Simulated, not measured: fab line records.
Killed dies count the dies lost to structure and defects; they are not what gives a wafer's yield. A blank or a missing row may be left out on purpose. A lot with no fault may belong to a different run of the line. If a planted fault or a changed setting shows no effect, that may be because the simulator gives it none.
fab line records :: flow nand-harc :: part 2 of 2: steps 21 to 28 of 28
record
  lots=5
  wafers=15
  last-day=29
route steps=1302 shown A_STAIRCASE@723
lots with no fault: from the same line, run without faults
start-h: start of the lot's first displayed wafer, in hours after the record's first day :: wait-h: how many hours have passed since the lot's step before this one :: " identical to the entry in the row above :: L1.1+2: a row that stands for several wafers :: - no value, or no start was given :: * or withheld: withheld :: < > ~ a bound
route shown NAME@n: NAME is a module with steps in the file, n the number in the route of the first one :: usual: the fault-free wafers' mean and standard deviation :: same: alike in all rows :: chamber/n: place in a boat :: sites: each site's reading :: _std_site: the values' standard deviation :: _edge_site: mean of outer sites minus mean of inner sites :: radius-mm: for every site, how far away it sits from the centre of the wafer :: mask NAME#n: copy n :: behind: the tool/chamber that last shaped the wafer :: hold: what put the lot on hold/how long, in hours/how the hold closed :: device: names the non-switching transistor (n, p or np) :: end of line: the tests these same wafers got at the end of their route :: for a step that has no rows: nothing shown but its recipe :: killed: dies that structure and defects cost at the first sort, which is not the same as the wafer's yield :: map: the dies of a wafer, with x for killed, . for not killed, _ for no die there
set.NAME: the setting that was run; set.NAME@STEP: the one run at that earlier step :: model.NAME: the simulator's own value behind a step, which no gauge read
a table for each step, a row for each wafer; lots at some steps of the route
services: the hour from which a tool's chamber was out of use, counted from the record's first day as start-h (under 0 if before that day), plus the number of hours and why
## steps
# step NHARC_A_STAIRCASE_TRIM_231
# recipe
  time-s=211.2
  o2-flow-sccm=500
  ar-flow-sccm=0
  bias-w=0
  chemistry=O2
# usual
  drypump-motor-current-A=5.8/0.47
  mfc-ar-sccm=0.004/0.0058
  oes-product-au=1.001/0.015
  rf-vpp-V=57.8/0.92
  showerhead-plenum-p-Torr=3.58/0.16
  throttle-valve-pct=17.037/0.0096
lot.wafer: L074.4
tool: rie-diel-06
chamber: 0
start-h: -
wait-h: -
drypump-motor-current-A: 6.1
mfc-ar-sccm: 0
oes-product-au: 1.019
rf-hours-counter-h: 10
rf-vpp-V: 59.8
showerhead-plenum-p-Torr: 3.45
throttle-valve-pct: 17.037

lot.wafer: L074.3
tool: rie-diel-06
chamber: 1
start-h: -
wait-h: -
drypump-motor-current-A: 5.6
mfc-ar-sccm: 0.015
oes-product-au: 0.995
rf-hours-counter-h: 10
rf-vpp-V: 56.2
showerhead-plenum-p-Torr: 3.37
throttle-valve-pct: 17.021

lot.wafer: L074.5
tool: rie-diel-06
chamber: 2
start-h: -
wait-h: -
drypump-motor-current-A: 6.3
mfc-ar-sccm: 0
oes-product-au: 1.005
rf-hours-counter-h: -
rf-vpp-V: 57.7
showerhead-plenum-p-Torr: 3.80
throttle-valve-pct: 17.040

lot.wafer: L078.3
tool: rie-diel-06
chamber: 0
start-h: -
wait-h: -
drypump-motor-current-A: 6.1
mfc-ar-sccm: 0
oes-product-au: 1.030
rf-hours-counter-h: 25
rf-vpp-V: 58.0
showerhead-plenum-p-Torr: 3.44
throttle-valve-pct: 17.032

lot.wafer: L078.4
tool: rie-diel-06
chamber: 3
start-h: -
wait-h: -
drypump-motor-current-A: 6.2
mfc-ar-sccm: 0.008
oes-product-au: 1.008
rf-hours-counter-h: 31
rf-vpp-V: 57.8
showerhead-plenum-p-Torr: 3.43
throttle-valve-pct: 17.042

lot.wafer: L078.5
tool: rie-diel-06
chamber: 1
start-h: -
wait-h: -
drypump-motor-current-A: 5.6
mfc-ar-sccm: 0.015
oes-product-au: 0.993
rf-hours-counter-h: -
rf-vpp-V: 58.7
showerhead-plenum-p-Torr: 3.37
throttle-valve-pct: 17.027

lot.wafer: L080.4
tool: rie-diel-06
chamber: 2
start-h: -
wait-h: -
drypump-motor-current-A: 6.4
mfc-ar-sccm: 0
oes-product-au: 1.001
rf-hours-counter-h: 35
rf-vpp-V: 59.1
showerhead-plenum-p-Torr: 3.79
throttle-valve-pct: 17.040

lot.wafer: L080.3
tool: rie-diel-06
chamber: 0
start-h: -
wait-h: -
drypump-motor-current-A: 6.1
mfc-ar-sccm: 0
oes-product-au: 1.027
rf-hours-counter-h: 29
rf-vpp-V: 57.2
showerhead-plenum-p-Torr: 3.44
throttle-valve-pct: 17.050

lot.wafer: L080.5
tool: rie-diel-06
chamber: 3
start-h: -
wait-h: -
drypump-motor-current-A: 6.2
mfc-ar-sccm: 0.008
oes-product-au: 1.011
rf-hours-counter-h: -
rf-vpp-V: 56.1
showerhead-plenum-p-Torr: 3.43
throttle-valve-pct: 17.033

lot.wafer: L084.2
tool: rie-diel-06
chamber: 3
start-h: -
wait-h: -
drypump-motor-current-A: 6.3
mfc-ar-sccm: 0.008
oes-product-au: 1.003
rf-hours-counter-h: 57
rf-vpp-V: 57.0
showerhead-plenum-p-Torr: 3.42
throttle-valve-pct: 17.030

lot.wafer: L084.3
tool: rie-diel-06
chamber: 2
start-h: -
wait-h: -
drypump-motor-current-A: 6.4
mfc-ar-sccm: 0
oes-product-au: 0.995
rf-hours-counter-h: 56
rf-vpp-V: 60.6
showerhead-plenum-p-Torr: 3.78
throttle-valve-pct: 17.022

lot.wafer: L084.6
tool: rie-diel-06
chamber: 0
start-h: -
wait-h: -
drypump-motor-current-A: 6.1
mfc-ar-sccm: 0
oes-product-au: 1.012
rf-hours-counter-h: -
rf-vpp-V: 58.4
showerhead-plenum-p-Torr: 3.43
throttle-valve-pct: 17.025

lot.wafer: L085.1
tool: rie-diel-06
chamber: 3
start-h: -
wait-h: -
drypump-motor-current-A: 6.2
mfc-ar-sccm: 0.008
oes-product-au: 0.993
rf-hours-counter-h: 62
rf-vpp-V: 57.3
showerhead-plenum-p-Torr: 3.42
throttle-valve-pct: 17.020

lot.wafer: L085.5
tool: rie-diel-06
chamber: 3
start-h: -
wait-h: -
drypump-motor-current-A: 6.2
mfc-ar-sccm: 0.008
oes-product-au: 1.004
rf-hours-counter-h: -
rf-vpp-V: 58.2
showerhead-plenum-p-Torr: 3.42
throttle-valve-pct: 17.035

lot.wafer: L085.4
tool: rie-diel-06
chamber: 0
start-h: -
wait-h: -
drypump-motor-current-A: 6.1
mfc-ar-sccm: 0
oes-product-au: 1.011
rf-hours-counter-h: -
rf-vpp-V: 57.6
showerhead-plenum-p-Torr: 3.43
throttle-valve-pct: 17.014
# step NHARC_A_STAIRCASE_ETCH_232
# recipe
  target-depth-a=1000
  time-s=40.5
  ion-energy-ev=400
  c4f8-flow-sccm=20
  o2-flow-sccm=10
  ar-flow-sccm=withheld
  rf-w=600
  bias-w=1000
  chemistry=C4F8/O2
# usual
  oes-product-au=0.948/0.017
  rf-vpp-V=898/6
lot.wafer: L074.3
tool: rie-diel-06
chamber: 2
start-h: -
wait-h: -
oes-product-au: 0.949
rf-hours-counter-h: 13
rf-vpp-V: 906

lot.wafer: L074.4
tool: rie-diel-06
chamber: 3
start-h: -
wait-h: -
oes-product-au: 0.952
rf-hours-counter-h: 13
rf-vpp-V: 894

lot.wafer: L074.5
tool: rie-diel-06
chamber: 1
start-h: -
wait-h: -
oes-product-au: 0.957
rf-hours-counter-h: -
rf-vpp-V: 890

lot.wafer: L078.3
tool: rie-diel-06
chamber: 1
start-h: -
wait-h: -
oes-product-au: 0.945
rf-hours-counter-h: 24
rf-vpp-V: 889

lot.wafer: L078.4
tool: rie-diel-06
chamber: 0
start-h: -
wait-h: -
oes-product-au: 0.976
rf-hours-counter-h: 25
rf-vpp-V: 892

lot.wafer: L078.5
tool: rie-diel-06
chamber: 1
start-h: -
wait-h: -
oes-product-au: 0.944
rf-hours-counter-h: -
rf-vpp-V: 890

lot.wafer: L080.3
tool: rie-diel-06
chamber: 3
start-h: -
wait-h: -
oes-product-au: 0.937
rf-hours-counter-h: 36
rf-vpp-V: 893

lot.wafer: L080.4
tool: rie-diel-06
chamber: 1
start-h: -
wait-h: -
oes-product-au: 0.925
rf-hours-counter-h: 29
rf-vpp-V: 890

lot.wafer: L080.5
tool: rie-diel-06
chamber: 3
start-h: -
wait-h: -
oes-product-au: 0.937
rf-hours-counter-h: -
rf-vpp-V: 891

lot.wafer: L084.3
tool: rie-diel-06
chamber: 0
start-h: -
wait-h: -
oes-product-au: 0.960
rf-hours-counter-h: 47
rf-vpp-V: 893

lot.wafer: L084.2
tool: rie-diel-06
chamber: 2
start-h: -
wait-h: -
oes-product-au: 0.938
rf-hours-counter-h: 56
rf-vpp-V: 905

lot.wafer: L084.6
tool: rie-diel-06
chamber: 3
start-h: -
wait-h: -
oes-product-au: 0.935
rf-hours-counter-h: -
rf-vpp-V: 892

lot.wafer: L085.1
tool: rie-diel-06
chamber: 1
start-h: -
wait-h: -
oes-product-au: 0.928
rf-hours-counter-h: 47
rf-vpp-V: 890

lot.wafer: L085.5
tool: rie-diel-06
chamber: 1
start-h: -
wait-h: -
oes-product-au: 0.925
rf-hours-counter-h: -
rf-vpp-V: 890

lot.wafer: L085.4
tool: rie-diel-06
chamber: 0
start-h: -
wait-h: -
oes-product-au: 0.962
rf-hours-counter-h: -
rf-vpp-V: 891
# step NHARC_A_STAIRCASE_TRIM_233
# recipe
  time-s=211.2
  o2-flow-sccm=500
  ar-flow-sccm=0
  bias-w=0
  chemistry=O2
# usual
  drypump-motor-current-A=5.8/0.47
  mfc-ar-sccm=0.004/0.006
  oes-product-au=1.002/0.015
  rf-vpp-V=57.9/0.91
  showerhead-plenum-p-Torr=3.56/0.16
  throttle-valve-pct=17.037/0.0096
lot.wafer: L074.3
tool: rie-diel-06
chamber: 1
start-h: -
wait-h: -
drypump-motor-current-A: 5.6
mfc-ar-sccm: 0.015
oes-product-au: 0.996
rf-hours-counter-h: 10
rf-vpp-V: 58.3
showerhead-plenum-p-Torr: 3.37
throttle-valve-pct: 17.052

lot.wafer: L074.4
tool: rie-diel-06
chamber: 2
start-h: -
wait-h: -
drypump-motor-current-A: 6.3
mfc-ar-sccm: 0
oes-product-au: 1.007
rf-hours-counter-h: 13
rf-vpp-V: 58.2
showerhead-plenum-p-Torr: 3.80
throttle-valve-pct: 17.047

lot.wafer: L074.5
tool: rie-diel-06
chamber: 0
start-h: -
wait-h: -
drypump-motor-current-A: 6.1
mfc-ar-sccm: 0
oes-product-au: 1.017
rf-hours-counter-h: -
rf-vpp-V: 56.8
showerhead-plenum-p-Torr: 3.45
throttle-valve-pct: 17.043

lot.wafer: L078.3
tool: rie-diel-06
chamber: 2
start-h: -
wait-h: -
drypump-motor-current-A: 6.3
mfc-ar-sccm: 0
oes-product-au: 1.006
rf-hours-counter-h: 31
rf-vpp-V: 57.7
showerhead-plenum-p-Torr: 3.79
throttle-valve-pct: 17.048

lot.wafer: L078.4
tool: rie-diel-06
chamber: 3
start-h: -
wait-h: -
drypump-motor-current-A: 6.2
mfc-ar-sccm: 0.008
oes-product-au: 1.008
rf-hours-counter-h: 31
rf-vpp-V: 56.6
showerhead-plenum-p-Torr: 3.43
throttle-valve-pct: 17.028

lot.wafer: L078.5
tool: rie-diel-06
chamber: 2
start-h: -
wait-h: -
drypump-motor-current-A: 6.4
mfc-ar-sccm: 0
oes-product-au: 1.002
rf-hours-counter-h: -
rf-vpp-V: 59.2
showerhead-plenum-p-Torr: 3.79
throttle-valve-pct: 17.033

lot.wafer: L080.3
tool: rie-diel-06
chamber: 1
start-h: -
wait-h: -
drypump-motor-current-A: 5.6
mfc-ar-sccm: 0.015
oes-product-au: 0.992
rf-hours-counter-h: 29
rf-vpp-V: 55.7
showerhead-plenum-p-Torr: 3.36
throttle-valve-pct: 17.038

lot.wafer: L080.4
tool: rie-diel-06
chamber: 2
start-h: -
wait-h: -
drypump-motor-current-A: 6.4
mfc-ar-sccm: 0
oes-product-au: 1.004
rf-hours-counter-h: 36
rf-vpp-V: 58.2
showerhead-plenum-p-Torr: 3.79
throttle-valve-pct: 17.032

lot.wafer: L080.5
tool: rie-diel-06
chamber: 1
start-h: -
wait-h: -
drypump-motor-current-A: 5.6
mfc-ar-sccm: 0.015
oes-product-au: 0.989
rf-hours-counter-h: -
rf-vpp-V: 57.2
showerhead-plenum-p-Torr: 3.36
throttle-valve-pct: 17.043

lot.wafer: L084.3
tool: rie-diel-06
chamber: 3
start-h: -
wait-h: -
drypump-motor-current-A: 6.2
mfc-ar-sccm: 0.008
oes-product-au: 0.999
rf-hours-counter-h: 58
rf-vpp-V: 58.8
showerhead-plenum-p-Torr: 3.42
throttle-valve-pct: 17.038

lot.wafer: L084.2
tool: rie-diel-06
chamber: 2
start-h: -
wait-h: -
drypump-motor-current-A: 6.4
mfc-ar-sccm: 0
oes-product-au: 0.998
rf-hours-counter-h: 56
rf-vpp-V: 59.0
showerhead-plenum-p-Torr: 3.77
throttle-valve-pct: 17.028

lot.wafer: L084.6
tool: rie-diel-06
chamber: 3
start-h: -
wait-h: -
drypump-motor-current-A: 6.2
mfc-ar-sccm: 0.008
oes-product-au: 1.004
rf-hours-counter-h: -
rf-vpp-V: 57.8
showerhead-plenum-p-Torr: 3.42
throttle-valve-pct: 17.020

lot.wafer: L085.1
tool: rie-diel-06
chamber: 0
start-h: -
wait-h: -
drypump-motor-current-A: 6.1
mfc-ar-sccm: 0
oes-product-au: 1.024
rf-hours-counter-h: 51
rf-vpp-V: 57.8
showerhead-plenum-p-Torr: 3.43
throttle-valve-pct: 17.042

lot.wafer: L085.5
tool: rie-diel-06
chamber: 1
start-h: -
wait-h: -
drypump-motor-current-A: 5.6
mfc-ar-sccm: 0.015
oes-product-au: 0.978
rf-hours-counter-h: -
rf-vpp-V: 57.9
showerhead-plenum-p-Torr: 3.36
throttle-valve-pct: 17.038

lot.wafer: L085.4
tool: rie-diel-06
chamber: 3
start-h: -
wait-h: -
drypump-motor-current-A: 6.2
mfc-ar-sccm: 0.008
oes-product-au: 1.006
rf-hours-counter-h: -
rf-vpp-V: 57.9
showerhead-plenum-p-Torr: 3.42
throttle-valve-pct: 17.024
# step NHARC_A_STAIRCASE_ETCH_234
# recipe
  target-depth-a=1000
  time-s=40.5
  ion-energy-ev=400
  c4f8-flow-sccm=20
  o2-flow-sccm=10
  ar-flow-sccm=withheld
  rf-w=600
  bias-w=1000
  chemistry=C4F8/O2
# usual
  oes-product-au=0.947/0.014
  rf-vpp-V=897/5.9
lot.wafer: L074.3
tool: rie-diel-06
chamber: 1
start-h: -
wait-h: -
oes-product-au: 0.945
rf-hours-counter-h: 10
rf-vpp-V: 891

lot.wafer: L074.4
tool: rie-diel-06
chamber: 3
start-h: -
wait-h: -
oes-product-au: 0.949
rf-hours-counter-h: 13
rf-vpp-V: 892

lot.wafer: L074.5
tool: rie-diel-06
chamber: 1
start-h: -
wait-h: -
oes-product-au: 0.949
rf-hours-counter-h: -
rf-vpp-V: 890

lot.wafer: L078.3
tool: rie-diel-06
chamber: 0
start-h: -
wait-h: -
oes-product-au: 0.982
rf-hours-counter-h: 25
rf-vpp-V: 893

lot.wafer: L078.4
tool: rie-diel-06
chamber: 2
start-h: -
wait-h: -
oes-product-au: 0.940
rf-hours-counter-h: 31
rf-vpp-V: 905

lot.wafer: L078.5
tool: rie-diel-06
chamber: 0
start-h: -
wait-h: -
oes-product-au: 0.968
rf-hours-counter-h: -
rf-vpp-V: 893

lot.wafer: L080.3
tool: rie-diel-06
chamber: 1
start-h: -
wait-h: -
oes-product-au: 0.933
rf-hours-counter-h: 29
rf-vpp-V: 891

lot.wafer: L080.4
tool: rie-diel-06
chamber: 2
start-h: -
wait-h: -
oes-product-au: 0.949
rf-hours-counter-h: 36
rf-vpp-V: 905

lot.wafer: L080.5
tool: rie-diel-06
chamber: 0
start-h: -
wait-h: -
oes-product-au: 0.954
rf-hours-counter-h: -
rf-vpp-V: 893

lot.wafer: L084.3
tool: rie-diel-06
chamber: 2
start-h: -
wait-h: -
oes-product-au: 0.942
rf-hours-counter-h: 56
rf-vpp-V: 904

lot.wafer: L084.2
tool: rie-diel-06
chamber: 0
start-h: -
wait-h: -
oes-product-au: 0.962
rf-hours-counter-h: 47
rf-vpp-V: 893

lot.wafer: L084.6
tool: rie-diel-06
chamber: 3
start-h: -
wait-h: -
oes-product-au: 0.936
rf-hours-counter-h: -
rf-vpp-V: 892

lot.wafer: L085.1
tool: rie-diel-06
chamber: 3
start-h: -
wait-h: -
oes-product-au: 0.940
rf-hours-counter-h: 62
rf-vpp-V: 893

lot.wafer: L085.4
tool: rie-diel-06
chamber: 0
start-h: -
wait-h: -
oes-product-au: 0.951
rf-hours-counter-h: -
rf-vpp-V: 894

lot.wafer: L085.5
tool: rie-diel-06
chamber: 3
start-h: -
wait-h: -
oes-product-au: 0.944
rf-hours-counter-h: -
rf-vpp-V: 892
# step NHARC_A_STAIRCASE_TRIM_235
# recipe
  time-s=211.2
  o2-flow-sccm=500
  ar-flow-sccm=0
  bias-w=0
  chemistry=O2
# usual
  drypump-motor-current-A=5.8/0.47
  mfc-ar-sccm=0.004/0.006
  oes-product-au=1.002/0.015
  rf-vpp-V=57.9/0.92
  showerhead-plenum-p-Torr=3.57/0.16
  throttle-valve-pct=17.035/0.0089
lot.wafer: L074.3
tool: rie-diel-06
chamber: 0
start-h: -
wait-h: -
drypump-motor-current-A: 6.1
mfc-ar-sccm: 0
oes-product-au: 1.023
rf-hours-counter-h: 11
rf-vpp-V: 56.7
showerhead-plenum-p-Torr: 3.45
throttle-valve-pct: 17.038

lot.wafer: L074.4
tool: rie-diel-06
chamber: 2
start-h: -
wait-h: -
drypump-motor-current-A: 6.3
mfc-ar-sccm: 0
oes-product-au: 0.997
rf-hours-counter-h: 13
rf-vpp-V: 59.5
showerhead-plenum-p-Torr: 3.80
throttle-valve-pct: 17.033

lot.wafer: L074.5
tool: rie-diel-06
chamber: 0
start-h: -
wait-h: -
drypump-motor-current-A: 6.1
mfc-ar-sccm: 0
oes-product-au: 1.017
rf-hours-counter-h: -
rf-vpp-V: 56.0
showerhead-plenum-p-Torr: 3.45
throttle-valve-pct: 17.037

lot.wafer: L078.3
tool: rie-diel-06
chamber: 1
start-h: -
wait-h: -
drypump-motor-current-A: 5.6
mfc-ar-sccm: 0.015
oes-product-au: 0.983
rf-hours-counter-h: 24
rf-vpp-V: 56.7
showerhead-plenum-p-Torr: 3.37
throttle-valve-pct: 17.044

lot.wafer: L078.4
tool: rie-diel-06
chamber: 3
start-h: -
wait-h: -
drypump-motor-current-A: 6.2
mfc-ar-sccm: 0.008
oes-product-au: 1.002
rf-hours-counter-h: 31
rf-vpp-V: 58.2
showerhead-plenum-p-Torr: 3.43
throttle-valve-pct: 17.043

lot.wafer: L078.5
tool: rie-diel-06
chamber: 2
start-h: -
wait-h: -
drypump-motor-current-A: 6.3
mfc-ar-sccm: 0
oes-product-au: 0.997
rf-hours-counter-h: -
rf-vpp-V: 60.6
showerhead-plenum-p-Torr: 3.79
throttle-valve-pct: 17.041

lot.wafer: L080.3
tool: rie-diel-06
chamber: 1
start-h: -
wait-h: -
drypump-motor-current-A: 5.6
mfc-ar-sccm: 0.015
oes-product-au: 0.992
rf-hours-counter-h: 29
rf-vpp-V: 58.3
showerhead-plenum-p-Torr: 3.36
throttle-valve-pct: 17.034

lot.wafer: L080.4
tool: rie-diel-06
chamber: 0
start-h: -
wait-h: -
drypump-motor-current-A: 6.1
mfc-ar-sccm: 0
oes-product-au: 1.031
rf-hours-counter-h: 30
rf-vpp-V: 58.9
showerhead-plenum-p-Torr: 3.44
throttle-valve-pct: 17.049

lot.wafer: L080.5
tool: rie-diel-06
chamber: 1
start-h: -
wait-h: -
drypump-motor-current-A: 5.6
mfc-ar-sccm: 0.015
oes-product-au: 0.991
rf-hours-counter-h: -
rf-vpp-V: 57.5
showerhead-plenum-p-Torr: 3.36
throttle-valve-pct: 17.019

lot.wafer: L084.2
tool: rie-diel-06
chamber: 3
start-h: -
wait-h: -
drypump-motor-current-A: 6.3
mfc-ar-sccm: 0.008
oes-product-au: 0.993
rf-hours-counter-h: 58
rf-vpp-V: 57.8
showerhead-plenum-p-Torr: 3.42
throttle-valve-pct: 17.030

lot.wafer: L084.3
tool: rie-diel-06
chamber: 0
start-h: -
wait-h: -
drypump-motor-current-A: 6.1
mfc-ar-sccm: 0
oes-product-au: 1.023
rf-hours-counter-h: 47
rf-vpp-V: 57.1
showerhead-plenum-p-Torr: 3.43
throttle-valve-pct: 17.033

lot.wafer: L084.6
tool: rie-diel-06
chamber: 2
start-h: -
wait-h: -
drypump-motor-current-A: 6.3
mfc-ar-sccm: 0
oes-product-au: 1.002
rf-hours-counter-h: -
rf-vpp-V: 56.3
showerhead-plenum-p-Torr: 3.78
throttle-valve-pct: 17.031

lot.wafer: L085.1
tool: rie-diel-06
chamber: 1
start-h: -
wait-h: -
drypump-motor-current-A: 5.5
mfc-ar-sccm: 0.015
oes-product-au: 0.991
rf-hours-counter-h: 47
rf-vpp-V: 58.7
showerhead-plenum-p-Torr: 3.35
throttle-valve-pct: 17.040

lot.wafer: L085.5
tool: rie-diel-06
chamber: 3
start-h: -
wait-h: -
drypump-motor-current-A: 6.3
mfc-ar-sccm: 0.008
oes-product-au: 1.011
rf-hours-counter-h: -
rf-vpp-V: 56.9
showerhead-plenum-p-Torr: 3.42
throttle-valve-pct: 17.041

lot.wafer: L085.4
tool: rie-diel-06
chamber: 0
start-h: -
wait-h: -
drypump-motor-current-A: 6.2
mfc-ar-sccm: 0
oes-product-au: 1.033
rf-hours-counter-h: -
rf-vpp-V: 58.8
showerhead-plenum-p-Torr: 3.43
throttle-valve-pct: 17.045
# step NHARC_A_STAIRCASE_ETCH_236
# recipe
  target-depth-a=1000
  time-s=40.5
  ion-energy-ev=400
  c4f8-flow-sccm=20
  o2-flow-sccm=10
  ar-flow-sccm=withheld
  rf-w=600
  bias-w=1000
  chemistry=C4F8/O2
# usual
  oes-product-au=0.944/0.015
  rf-vpp-V=897/5.9
lot.wafer: L074.4
tool: rie-diel-06
chamber: 0
start-h: -
wait-h: -
oes-product-au: 0.961
rf-hours-counter-h: 11
rf-vpp-V: 892

lot.wafer: L074.3
tool: rie-diel-06
chamber: 2
start-h: -
wait-h: -
oes-product-au: 0.943
rf-hours-counter-h: 13
rf-vpp-V: 906

lot.wafer: L074.5
tool: rie-diel-06
chamber: 0
start-h: -
wait-h: -
oes-product-au: 0.962
rf-hours-counter-h: -
rf-vpp-V: 892

lot.wafer: L078.4
tool: rie-diel-06
chamber: 2
start-h: -
wait-h: -
oes-product-au: 0.941
rf-hours-counter-h: 31
rf-vpp-V: 904

lot.wafer: L078.3
tool: rie-diel-06
chamber: 1
start-h: -
wait-h: -
oes-product-au: 0.948
rf-hours-counter-h: 25
rf-vpp-V: 890

lot.wafer: L078.5
tool: rie-diel-06
chamber: 3
start-h: -
wait-h: -
oes-product-au: 0.972
rf-hours-counter-h: -
rf-vpp-V: 892

lot.wafer: L080.3
tool: rie-diel-06
chamber: 0
start-h: -
wait-h: -
oes-product-au: 0.973
rf-hours-counter-h: 30
rf-vpp-V: 893

lot.wafer: L080.4
tool: rie-diel-06
chamber: 2
start-h: -
wait-h: -
oes-product-au: 0.938
rf-hours-counter-h: 36
rf-vpp-V: 906

lot.wafer: L080.5
tool: rie-diel-06
chamber: 0
start-h: -
wait-h: -
oes-product-au: 0.966
rf-hours-counter-h: -
rf-vpp-V: 893

lot.wafer: L084.3
tool: rie-diel-06
chamber: 3
start-h: -
wait-h: -
oes-product-au: 0.944
rf-hours-counter-h: 58
rf-vpp-V: 893

lot.wafer: L084.2
tool: rie-diel-06
chamber: 0
start-h: -
wait-h: -
oes-product-au: 0.959
rf-hours-counter-h: 47
rf-vpp-V: 892

lot.wafer: L084.6
tool: rie-diel-06
chamber: 3
start-h: -
wait-h: -
oes-product-au: 0.926
rf-hours-counter-h: -
rf-vpp-V: 892

lot.wafer: L085.1
tool: rie-diel-06
chamber: 3
start-h: -
wait-h: -
oes-product-au: 0.936
rf-hours-counter-h: 62
rf-vpp-V: 892

lot.wafer: L085.5
tool: rie-diel-06
chamber: 1
start-h: -
wait-h: -
oes-product-au: 0.925
rf-hours-counter-h: -
rf-vpp-V: 889

lot.wafer: L085.4
tool: rie-diel-06
chamber: 3
start-h: -
wait-h: -
oes-product-au: 0.931
rf-hours-counter-h: -
rf-vpp-V: 893
# step NHARC_A_STAIRCASE_STRIP_238
# recipe
  power-w=1500
  temp-c=250
  chemistry=O2
# usual
  drypump-motor-current-A=5.14/0.25
  heater-power-w=347/34
  rf-refl-power-W=20/5.3
lot.wafer: L074.3
tool: plasma-asher-02
chamber: 1
start-h: 361.84
wait-h: 0.2
drypump-motor-current-A: 4.87
heater-power-w: 340
rf-hours-counter-h: -
rf-refl-power-W: 26

lot.wafer: L074.4
tool: plasma-asher-02
chamber: 0
start-h: 361.84
wait-h: 0.2
drypump-motor-current-A: 5.21
heater-power-w: 310
rf-hours-counter-h: -
rf-refl-power-W: 17

lot.wafer: L074.5
tool: plasma-asher-02
chamber: 0
start-h: 361.84
wait-h: 0.2
drypump-motor-current-A: 5.22
heater-power-w: 318
rf-hours-counter-h: -
rf-refl-power-W: 17

lot.wafer: L078.3
tool: plasma-asher-02
chamber: 1
start-h: 400.94
wait-h: 0.2
drypump-motor-current-A: 4.87
heater-power-w: 360
rf-hours-counter-h: -
rf-refl-power-W: 25

lot.wafer: L078.4
tool: plasma-asher-02
chamber: 0
start-h: 400.94
wait-h: 0.2
drypump-motor-current-A: 5.19
heater-power-w: 313
rf-hours-counter-h: -
rf-refl-power-W: 18

lot.wafer: L078.5
tool: plasma-asher-02
chamber: 0
start-h: 400.94
wait-h: 0.2
drypump-motor-current-A: 5.20
heater-power-w: 306
rf-hours-counter-h: -
rf-refl-power-W: 17

lot.wafer: L080.3
tool: plasma-asher-02
chamber: 0
start-h: 421.94
wait-h: 0.2
drypump-motor-current-A: 5.20
heater-power-w: 313
rf-hours-counter-h: -
rf-refl-power-W: 17

lot.wafer: L080.4
tool: plasma-asher-02
chamber: 1
start-h: 421.94
wait-h: 0.2
drypump-motor-current-A: 4.87
heater-power-w: 345
rf-hours-counter-h: -
rf-refl-power-W: 26

lot.wafer: L080.5
tool: plasma-asher-02
chamber: 0
start-h: 421.94
wait-h: 0.2
drypump-motor-current-A: 5.20
heater-power-w: 320
rf-hours-counter-h: -
rf-refl-power-W: 17

lot.wafer: L084.2
tool: plasma-asher-02
chamber: 0
start-h: 469.24
wait-h: 0.1
drypump-motor-current-A: 5.20
heater-power-w: 313
rf-hours-counter-h: 6
rf-refl-power-W: 17

lot.wafer: L084.3
tool: plasma-asher-02
chamber: 0
start-h: 469.24
wait-h: 0.1
drypump-motor-current-A: 5.19
heater-power-w: 316
rf-hours-counter-h: -
rf-refl-power-W: 18

lot.wafer: L084.6
tool: plasma-asher-02
chamber: 0
start-h: 469.24
wait-h: 0.1
drypump-motor-current-A: 5.20
heater-power-w: 319
rf-hours-counter-h: -
rf-refl-power-W: 17

lot.wafer: L085.1
tool: plasma-asher-01
chamber: 0
start-h: 480.73
wait-h: 0.2
drypump-motor-current-A: 4.99
heater-power-w: 325
rf-hours-counter-h: 26
rf-refl-power-W: 12

lot.wafer: L085.4
tool: plasma-asher-01
chamber: 1
start-h: 480.73
wait-h: 0.2
drypump-motor-current-A: 5.57
heater-power-w: 408
rf-hours-counter-h: -
rf-refl-power-W: 23

lot.wafer: L085.5
tool: plasma-asher-01
chamber: 0
start-h: 480.73
wait-h: 0.2
drypump-motor-current-A: 5.03
heater-power-w: 339
rf-hours-counter-h: -
rf-refl-power-W: 12
# step NHARC_A_STAIRCASE_STRIP_239
# recipe
  time-s=900
  temp-c=130
  chemistry=SPM
lot.wafer: L074.4+3+5
tool: wet-bench-07
chamber: 7,1,3
start-h: 362.09
wait-h: 0.2

lot.wafer: L078.3+5+4
tool: wet-bench-05
chamber: 7,2,3
start-h: 401.19
wait-h: 0.2

lot.wafer: L080.3+5+4
tool: wet-bench-03
chamber: 6,1,2
start-h: 422.20
wait-h: 0.2

lot.wafer: L084.6+3+2
tool: wet-bench-03
chamber: 3,5,7
start-h: 469.58
wait-h: 0.1

lot.wafer: L085.4+1+5
tool: wet-bench-03
chamber: 5,6,7
start-h: 481.10
wait-h: 0.2
## services
tool: wet-bench-03
chamber: -
start-h: 335.07
hours: 4.2
kind: repair

tool: wet-bench-07
chamber: -
start-h: 336.02
hours: 8.0
kind: pm

tool: rie-diel-06
chamber: 0
start-h: 340.94
hours: -
kind: clean

tool: plasma-asher-01
chamber: -
start-h: 342.08
hours: 9.0
kind: pm

tool: rie-diel-08
chamber: 1
start-h: 362.69
hours: 5.6
kind: repair

tool: rie-diel-08
chamber: -
start-h: 367.84
hours: 9.0
kind: pm

tool: plasma-asher-01
chamber: -
start-h: 380.76
hours: 10.4
kind: repair

tool: rie-diel-06
chamber: -
start-h: 384.12
hours: 1.8
kind: repair

tool: wet-bench-03
chamber: -
start-h: 386.40
hours: 8.0
kind: pm

tool: wet-bench-07
chamber: -
start-h: 396.99
hours: 6.0
kind: repair

tool: krf-scanner-02
chamber: -
start-h: 399.49
hours: 0.7
kind: repair

tool: litho-track-02
chamber: -
start-h: 402.00
hours: 7.0
kind: pm

tool: rie-diel-10
chamber: -
start-h: 420.00
hours: 9.0
kind: pm

tool: litho-track-07
chamber: -
start-h: 426.00
hours: 7.0
kind: pm

tool: plasma-asher-02
chamber: -
start-h: 426.13
hours: 9.0
kind: pm

tool: wet-bench-05
chamber: -
start-h: 436.80
hours: 8.0
kind: pm

tool: krf-scanner-02
chamber: -
start-h: 438.00
hours: 4.0
kind: pm

tool: wet-bench-05
chamber: -
start-h: 460.61
hours: 4.1
kind: repair

tool: krf-scanner-01
chamber: -
start-h: 461.19
hours: 1.9
kind: repair

tool: plasma-asher-01
chamber: -
start-h: 461.79
hours: 0.8
kind: repair

tool: wet-bench-03
chamber: -
start-h: 463.37
hours: 1.1
kind: repair

tool: litho-track-05
chamber: -
start-h: 474.00
hours: 7.0
kind: pm

tool: rie-diel-06
chamber: 2
start-h: 474.45
hours: 7.3
kind: repair

tool: plasma-asher-02
chamber: -
start-h: 479.96
hours: 2.6
kind: repair
